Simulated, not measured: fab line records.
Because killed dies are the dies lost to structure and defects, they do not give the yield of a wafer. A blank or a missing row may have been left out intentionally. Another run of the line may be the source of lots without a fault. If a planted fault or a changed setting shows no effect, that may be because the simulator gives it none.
Matching of chambers :: flow n5 finfet :: N5_BEOL_M14_STRIP_37 on rie diel-02 has 4 sister chambers
The step strips in O2. 8 wafers are shown with their chamber, then 9 later ones without.

EACH WAFER AND ITS CHAMBER
wafer: L087.4
chamber: 2
drypump motor current A (A): 6.1
throttle valve pct (%): 17.23

wafer: L087.5
chamber: 3
drypump motor current A (A): 6.1
throttle valve pct (%): 17.23

wafer: L087.6
chamber: 1
drypump motor current A (A): 5.0
throttle valve pct (%): 16.70

wafer: L086.1
chamber: 3
drypump motor current A (A): 6.1
throttle valve pct (%): 17.29

wafer: L086.2
chamber: 1
drypump motor current A (A): 5.0
throttle valve pct (%): 16.73

wafer: L090.3
chamber: 0
drypump motor current A (A): 5.9
throttle valve pct (%): 16.49

wafer: L090.5
chamber: 2
drypump motor current A (A): 6.2
throttle valve pct (%): 17.27

wafer: L090.6
chamber: 0
drypump motor current A (A): 5.9
throttle valve pct (%): 16.50

WAFERS WITH NO CHAMBER GIVEN
wafer: L097.1
drypump motor current A (A): 6.1
throttle valve pct (%): 16.79

wafer: L097.2
drypump motor current A (A): 5.9
throttle valve pct (%): 16.54

wafer: L097.3
drypump motor current A (A): 5.0
throttle valve pct (%): 16.29

wafer: L097.4
drypump motor current A (A): 5.0
throttle valve pct (%): 16.30

wafer: L097.5
drypump motor current A (A): 5.9
throttle valve pct (%): 16.55

wafer: L097.6
drypump motor current A (A): 6.1
throttle valve pct (%): 16.84

wafer: L096.3
drypump motor current A (A): 5.9
throttle valve pct (%): 16.54

wafer: L096.4
drypump motor current A (A): 6.1
throttle valve pct (%): 16.83

wafer: L096.5
drypump motor current A (A): 5.9
throttle valve pct (%): 16.55

WHICH CHAMBER EACH ONE RAN IN
wafer: L097.1
from the rows above: 0
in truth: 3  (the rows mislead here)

wafer: L097.2
from the rows above: 0
in truth: 0

wafer: L097.3
from the rows above: 1
in truth: 1

wafer: L097.4
from the rows above: 1
in truth: 1

wafer: L097.5
from the rows above: 0
in truth: 0

wafer: L097.6
from the rows above: can't be placed: 0 or 2 or 3
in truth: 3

wafer: L096.3
from the rows above: 0
in truth: 0

wafer: L096.4
from the rows above: can't be placed: 0 or 2
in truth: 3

wafer: L096.5
from the rows above: 0
in truth: 0
6 of 9 placed correctly. Not placeable from these rows: 2 (in 1, the candidates include the true chamber). Placed wrongly: 1.
How it was worked out, from the rows above alone: a wafer's distance from a chamber is the root of the sum, over the readings, of the square of ((its reading less the chamber's mean) divided by the reading's scatter). The wafer belongs to the nearest chamber; if the next one is less than 2 further off, it can't be placed. The mean given for a chamber averages the wafers shown for that chamber. The scatter: take each reading less its chamber's mean, square it, sum over the shown wafers, divide by the number of wafers less the number of chambers, and take the root.
